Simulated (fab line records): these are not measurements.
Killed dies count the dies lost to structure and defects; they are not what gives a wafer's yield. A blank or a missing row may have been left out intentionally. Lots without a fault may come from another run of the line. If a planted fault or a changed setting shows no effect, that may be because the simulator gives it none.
fab line records ; flow nandHarc ; part 2 of 2: steps 5 to 6 of 6
[record] lots = 20; wafers = 60; lastDay = 25
route steps=1159 shown A_STAIRCASE@582
lots that met no fault: taken from a fault-free run of the same line
startH: the number of hours between the record's first day and the start of the first shown wafer of the lot ; waitH: hours elapsed since this lot's preceding step ; " as in the row above ; L1.1+2: a row that stands for several wafers ; - no value present, or no start provided ; * or withheld: withheld ; < > ~ a bound
route shown NAME@n: NAME is a module with steps in the file, n the number in the route of the first one ; usual: mean/standard deviation taken from wafers without a fault ; same: alike in all rows ; chamber/n: place in a boat ; sites: readings site by site ; _std_site: standard deviation of those values ; _edge_site: the outer-site mean with the inner-site mean subtracted ; radiusMm: how far each site lies from the wafer's centre ; mask NAME#n: copy n ; behind: the most recent tool/chamber to have shaped the wafer ; hold: the reason the lot was held/the length of the hold in hours/how it ended ; device: the transistor (n, p or np) that didn't switch ; end of line: tests run on the same wafers once the route is complete ; for a step that has no rows: nothing shown but its recipe ; killed: the dies lost at the first sort to structure and to defects; this is not the yield of the wafer ; map: dies across one wafer; x = killed, . = not, _ = none there
set.NAME: setting as actually run; set.NAME@STEP: the setting as run at that earlier step ; model.NAME: the simulator's own value behind a step, which no gauge read
a sample of lots followed through the steps of the route, with each step as a table and each wafer as a row
services: a tool's chamber out of use, with start hour (startH, from the record's first day; less than 0 if before it), hours out, and reason
[[steps]]
[step NHARC_A_STAIRCASE_DESCUM_219]
[recipe] timeS = 3; o2FlowSccm = 200; arFlowSccm = 0; biasPowerW = 0; chemistry = O2
[usual] chamberPressureMTorr = 60.00/0.057; drypumpMotorCurrentA = 5.9/0.49; oesProductAu = 0.996/0.0095; rfVppV = 57.7/0.94; showerheadPlenumPTorr = 1.89/0.064; throttleValvePct = 11.311/0.0093
[same] timeS = 3
lot.wafer;tool;chamber;startH;waitH;chamberPressureMTorr;drypumpMotorCurrentA;oesProductAu;rfHoursCounterH;rfVppV;showerheadPlenumPTorr;throttleValvePct
L076.1;rieDiel-10;1;257.61;-;59.92;6.7;0.997;26;58.0;1.86;11.324
L076.2;rieDiel-10;2;257.61;-;59.91;6.3;1.019;27;56.9;1.96;11.308
L076.5;rieDiel-10;3;257.61;-;60.00;5.2;1.004;-;58.1;1.84;11.309
L075.2;rieDiel-06;1;261.68;-;60.11;5.7;0.982;6;57.5;1.91;11.311
L075.6;rieDiel-06;2;261.68;-;60.03;5.4;0.991;-;57.8;1.86;11.303
L075.5;rieDiel-06;3;261.68;-;60.06;6.1;1.004;-;56.4;1.96;11.323
L074.4;rieDiel-05;2;265.76;-;59.96;6.7;0.994;33;58.6;2.00;11.309
L074.1;rieDiel-05;3;265.76;-;60.11;5.7;0.993;36;57.0;1.84;11.312
L074.3;rieDiel-05;0;265.76;-;60.05;5.8;1.002;38;59.1;1.87;11.339
L077.1;rieDiel-05;3;266.23;-;60.00;5.7;0.979;36;57.9;1.84;11.307
L077.6;rieDiel-05;1;266.23;-;59.98;5.3;0.992;-;58.3;1.82;11.325
L077.5;rieDiel-05;2;266.23;-;59.91;6.7;0.984;-;58.6;2.00;11.317
L080.4;rieDiel-06;1;275.55;-;60.05;5.8;1.003;12;58.3;1.91;11.297
L080.5;rieDiel-06;3;275.55;-;59.99;6.2;0.999;-;57.9;1.96;11.315
L080.6;rieDiel-06;0;275.55;-;60.12;6.2;0.991;-;57.5;1.95;11.330
L081.2;rieDiel-06;0;277.71;-;60.03;6.2;1.004;15;56.9;1.95;11.298
L081.1;rieDiel-06;1;277.71;-;59.96;5.7;0.992;14;54.9;1.91;11.313
L081.4;rieDiel-06;2;277.71;-;60.02;5.5;0.990;15;56.9;1.86;11.318
L085.3;rieDiel-05;0;298.97;-;59.94;5.9;0.993;47;57.7;1.87;11.303
L085.2;rieDiel-05;2;298.97;-;59.93;6.7;0.992;43;57.7;2.00;11.318
L085.6;rieDiel-05;0;298.97;-;59.95;5.8;0.993;-;54.8;1.87;11.326
L082.2;rieDiel-05;0;299.16;-;59.96;5.9;0.991;47;57.0;1.87;11.292
L082.6;rieDiel-05;2;299.16;-;59.98;6.7;0.976;-;58.6;2.00;11.304
L082.5;rieDiel-05;3;299.16;-;60.00;5.7;0.984;-;57.7;1.84;11.317
L083.4;rieDiel-10;3;303.84;-;59.82;5.2;1.003;45;55.9;1.83;11.313
L083.1;rieDiel-10;1;303.84;-;59.93;6.7;0.997;41;58.5;1.85;11.299
L083.5;rieDiel-10;0;303.84;-;60.08;5.5;1.002;-;59.0;1.97;11.310
L084.3;rieDiel-05;3;304.11;-;59.95;5.7;0.983;49;57.6;1.84;11.319
L084.1;rieDiel-05;0;304.11;-;60.10;5.9;1.003;49;57.2;1.87;11.309
L084.6;rieDiel-05;2;304.11;-;60.07;6.7;0.996;-;59.9;1.99;11.311
L087.2;rieDiel-06;1;318.20;-;60.07;5.8;0.996;26;58.1;1.90;11.317
L087.4;rieDiel-06;2;318.20;-;59.99;5.4;0.997;25;56.5;1.86;11.312
L087.5;rieDiel-06;0;318.20;-;59.99;6.2;0.990;-;58.0;1.95;11.302
L086.2;rieDiel-05;1;318.85;-;59.97;5.2;1.011;47;57.1;1.82;11.296
L086.3;rieDiel-05;3;318.85;-;60.03;5.7;0.978;53;56.8;1.84;11.299
L086.4;rieDiel-05;0;318.85;-;60.09;5.9;0.998;54;57.4;1.87;11.324
L088.3;rieDiel-05;1;324.71;-;59.97;5.3;0.998;51;58.1;1.82;11.315
L088.6;rieDiel-05;1;324.71;-;59.89;5.3;1.003;-;57.5;1.82;11.312
L088.5;rieDiel-05;2;324.71;-;59.96;6.7;0.997;-;58.7;1.99;11.328
L090.3;rieDiel-05;3;336.88;-;60.11;5.7;0.978;62;58.1;1.83;11.316
L090.1;rieDiel-05;2;336.88;-;60.03;6.7;0.988;58;56.7;1.99;11.319
L090.6;rieDiel-05;0;336.88;-;60.03;5.9;0.983;-;57.7;1.86;11.312
L089.4;rieDiel-06;2;337.21;-;59.99;5.4;1.003;35;58.5;1.85;11.317
L089.1;rieDiel-06;0;337.21;-;59.99;6.2;1.005;37;57.8;1.94;11.298
L089.6;rieDiel-06;2;337.21;-;60.03;5.4;0.987;-;57.8;1.85;11.317
L092.2;rieDiel-05;1;354.97;-;60.01;5.3;0.998;2;58.6;1.81;11.313
L092.6;rieDiel-05;0;354.97;-;59.94;5.8;0.983;-;56.8;1.86;11.309
L092.5;rieDiel-05;1;354.97;-;60.05;5.3;0.994;-;57.6;1.81;11.312
L093.3;rieDiel-05;2;355.32;-;59.96;6.7;0.992;2;58.7;1.99;11.309
L093.1;rieDiel-05;3;355.32;-;60.02;5.7;0.979;2;58.5;1.83;11.315
L093.5;rieDiel-05;2;355.32;-;60.04;6.7;1.001;-;57.8;1.99;11.319
L091.4;rieDiel-05;3;361.86;-;59.96;5.7;0.980;-;57.2;1.83;11.305
L091.6;rieDiel-05;0;361.86;-;60.02;5.9;0.985;-;58.0;1.86;11.311
L091.5;rieDiel-05;1;361.86;-;60.00;5.3;0.996;-;56.7;1.81;11.322
L095.2;rieDiel-06;1;365.61;-;60.08;5.7;1.018;45;56.5;1.90;11.310
L095.1;rieDiel-06;3;365.61;-;59.96;6.1;1.014;50;58.8;1.94;11.305
L095.6;rieDiel-06;1;365.61;-;60.00;5.7;1.008;-;57.8;1.90;11.310
L094.3;rieDiel-10;3;367.66;-;60.08;5.2;0.993;1;57.0;1.83;11.291
L094.2;rieDiel-10;0;367.66;-;60.01;5.4;1.018;1;60.0;1.97;11.307
L094.4;rieDiel-10;1;367.66;-;60.10;6.7;1.012;1;57.1;1.85;11.309
[step NHARC_A_STAIRCASE_TRIM_235]
[recipe] timeS = 211.2; o2FlowSccm = 500; arFlowSccm = 0; biasW = 0; chemistry = O2
[usual] chamberPressureMTorr = 60.00/0.054; drypumpMotorCurrentA = 5.9/0.51; oesProductAu = 0.998/0.0096; rfVppV = 57.9/0.87; showerheadPlenumPTorr = 3.49/0.11; throttleValvePct = 17.035/0.0087
[same] timeS = 211.2
lot.wafer;tool;chamber;startH;waitH;chamberPressureMTorr;drypumpMotorCurrentA;oesProductAu;rfHoursCounterH;rfVppV;showerheadPlenumPTorr;throttleValvePct
L076.1;rieDiel-10;2;-;-;60.10;6.3;1.010;28;57.7;3.61;17.024
L076.2;rieDiel-10;0;-;-;60.00;5.4;0.998;29;59.1;3.64;17.036
L076.5;rieDiel-10;2;-;-;59.98;6.3;1.000;-;58.5;3.61;17.023
L075.2;rieDiel-10;1;-;-;60.07;6.8;0.997;30;57.7;3.43;17.022
L075.6;rieDiel-10;2;-;-;59.95;6.3;1.005;-;57.0;3.61;17.043
L075.5;rieDiel-10;3;-;-;59.95;5.2;0.990;-;58.7;3.40;17.038
L074.3;rieDiel-05;0;-;-;60.03;5.9;0.996;40;58.8;3.45;17.048
L074.4;rieDiel-05;1;-;-;60.00;5.3;1.013;33;57.5;3.37;17.030
L074.1;rieDiel-05;2;-;-;60.07;6.7;0.989;35;57.3;3.67;17.029
L077.1;rieDiel-10;0;-;-;60.01;5.5;0.997;34;58.2;3.64;17.019
L077.5;rieDiel-10;2;-;-;60.01;6.3;1.004;-;57.3;3.60;17.033
L077.6;rieDiel-10;3;-;-;60.01;5.2;1.009;-;57.9;3.40;17.044
L080.4;rieDiel-05;2;-;-;60.06;6.7;0.985;39;59.1;3.67;17.032
L080.6;rieDiel-05;3;-;-;60.08;5.7;0.982;-;56.3;3.40;17.049
L080.5;rieDiel-05;0;-;-;60.01;5.9;0.982;-;59.3;3.45;17.030
L081.1;rieDiel-05;2;-;-;59.91;6.7;1.002;39;57.1;3.67;17.030
L081.2;rieDiel-05;1;-;-;60.05;5.3;1.001;37;58.4;3.37;17.029
L081.4;rieDiel-05;3;-;-;59.96;5.7;0.994;-;56.3;3.40;17.036
L085.3;rieDiel-06;1;-;-;59.99;5.8;0.996;20;55.7;3.51;17.031
L085.2;rieDiel-06;2;-;-;59.99;5.4;0.991;20;57.7;3.43;17.028
L085.6;rieDiel-06;0;-;-;59.99;6.2;0.994;-;56.5;3.59;17.026
L082.2;rieDiel-06;1;-;-;59.96;5.8;0.999;20;57.1;3.51;17.050
L082.6;rieDiel-06;3;-;-;60.01;6.1;1.002;-;59.0;3.60;17.036
L082.5;rieDiel-06;0;-;-;59.94;6.2;0.995;-;56.6;3.59;17.040
L084.1;rieDiel-05;3;-;-;59.98;5.8;0.973;49;57.8;3.40;17.038
L084.3;rieDiel-05;0;-;-;60.03;5.8;0.999;50;59.7;3.45;17.040
L084.6;rieDiel-05;1;-;-;60.06;5.3;0.984;-;56.8;3.36;17.034
L083.4;rieDiel-10;3;-;-;60.00;5.2;0.999;46;57.4;3.39;17.049
L083.1;rieDiel-10;0;-;-;59.96;5.5;1.010;46;57.9;3.63;17.046
L083.5;rieDiel-10;0;-;-;59.97;5.5;1.010;-;58.1;3.63;17.041
L087.2;rieDiel-10;3;-;-;59.97;5.2;0.993;51;57.9;3.39;17.034
L087.4;rieDiel-10;1;-;-;59.97;6.7;1.000;46;57.2;3.42;17.040
L087.5;rieDiel-10;0;-;-;60.00;5.5;1.005;-;57.3;3.63;17.030
L086.2;rieDiel-05;1;-;-;59.98;5.3;1.006;48;57.8;3.36;17.045
L086.3;rieDiel-05;2;-;-;60.03;6.7;0.994;51;57.4;3.66;17.037
L086.4;rieDiel-05;3;-;-;60.03;5.7;0.992;54;58.2;3.39;17.022
L088.3;rieDiel-10;0;-;-;59.98;5.4;0.987;54;57.3;3.62;17.027
L088.5;rieDiel-10;0;-;-;60.01;5.5;0.992;-;58.3;3.62;17.040
L088.6;rieDiel-10;1;-;-;60.00;6.8;0.990;-;57.1;3.42;17.039
L090.1;rieDiel-05;0;-;-;59.94;5.9;0.990;66;59.3;3.44;17.029
L090.3;rieDiel-05;2;-;-;60.01;6.7;0.988;59;57.5;3.66;17.050
L090.6;rieDiel-05;3;-;-;60.00;5.7;0.977;-;57.1;3.39;17.036
L089.4;rieDiel-06;3;-;-;59.89;6.1;1.003;39;59.2;3.59;17.035
L089.1;rieDiel-06;0;-;-;60.01;6.2;0.996;38;58.7;3.58;17.039
L089.6;rieDiel-06;2;-;-;59.99;5.4;0.995;-;59.1;3.43;17.047
L092.2;rieDiel-06;3;-;-;60.13;6.2;1.014;49;60.9;3.58;17.030
L092.5;rieDiel-06;1;-;-;60.10;5.7;1.012;-;57.9;3.50;17.050
L092.6;rieDiel-06;2;-;-;60.07;5.4;0.996;-;58.3;3.42;17.030
L093.1;rieDiel-05;0;-;-;60.00;5.9;0.997;7;58.2;3.44;17.036
L093.3;rieDiel-05;3;-;-;59.99;5.7;0.982;7;57.2;3.39;17.024
L093.5;rieDiel-05;3;-;-;60.06;5.7;0.983;-;59.3;3.39;17.037
L091.4;rieDiel-10;3;-;-;60.02;5.2;0.987;0;57.5;3.38;17.036
L091.6;rieDiel-10;1;-;-;60.10;6.7;1.006;-;58.1;3.41;17.028
L091.5;rieDiel-10;2;-;-;59.99;6.3;1.004;-;59.7;3.59;17.031
L095.1;rieDiel-06;1;-;-;59.98;5.8;1.000;46;57.8;3.50;17.050
L095.2;rieDiel-06;2;-;-;60.11;5.5;0.990;46;56.4;3.42;17.028
L095.6;rieDiel-06;1;-;-;59.96;5.7;0.994;-;59.3;3.50;17.031
L094.3;rieDiel-10;0;-;-;59.97;5.4;1.025;2;58.8;3.62;17.044
L094.4;rieDiel-10;1;-;-;60.03;6.7;1.005;2;57.9;3.41;17.038
L094.2;rieDiel-10;2;-;-;60.01;6.3;1.011;2;58.2;3.59;17.039
[[services]]
tool;chamber;startH;hours;kind
rieDiel-05;2;232.68;11.8;repair
rieDiel-05;3;238.63;4.1;repair
rieDiel-05;1;240.59;11.9;repair
rieDiel-06;-;241.24;9.0;pm
rieDiel-06;0;241.24;9.0;ventCycle
rieDiel-06;1;241.24;9.0;ventCycle
rieDiel-06;2;241.24;9.0;ventCycle
rieDiel-06;3;241.24;9.0;ventCycle
rieDiel-06;0;250.24;-;clean
rieDiel-06;1;250.24;-;clean
rieDiel-06;2;250.24;-;clean
rieDiel-06;2;250.24;-;consumableReplace:focusRing
rieDiel-06;3;250.24;-;clean
rieDiel-06;0;274.74;-;clean
rieDiel-06;1;274.74;-;clean
rieDiel-06;2;274.74;-;clean
rieDiel-06;3;274.74;-;clean
rieDiel-05;0;278.79;4.6;repair
rieDiel-06;0;299.24;-;clean
rieDiel-06;1;299.24;-;clean
rieDiel-06;2;299.24;-;clean
rieDiel-05;-;341.57;9.0;pm
rieDiel-10;-;353.50;9.0;pm
rieDiel-05;2;356.08;19.8;repair
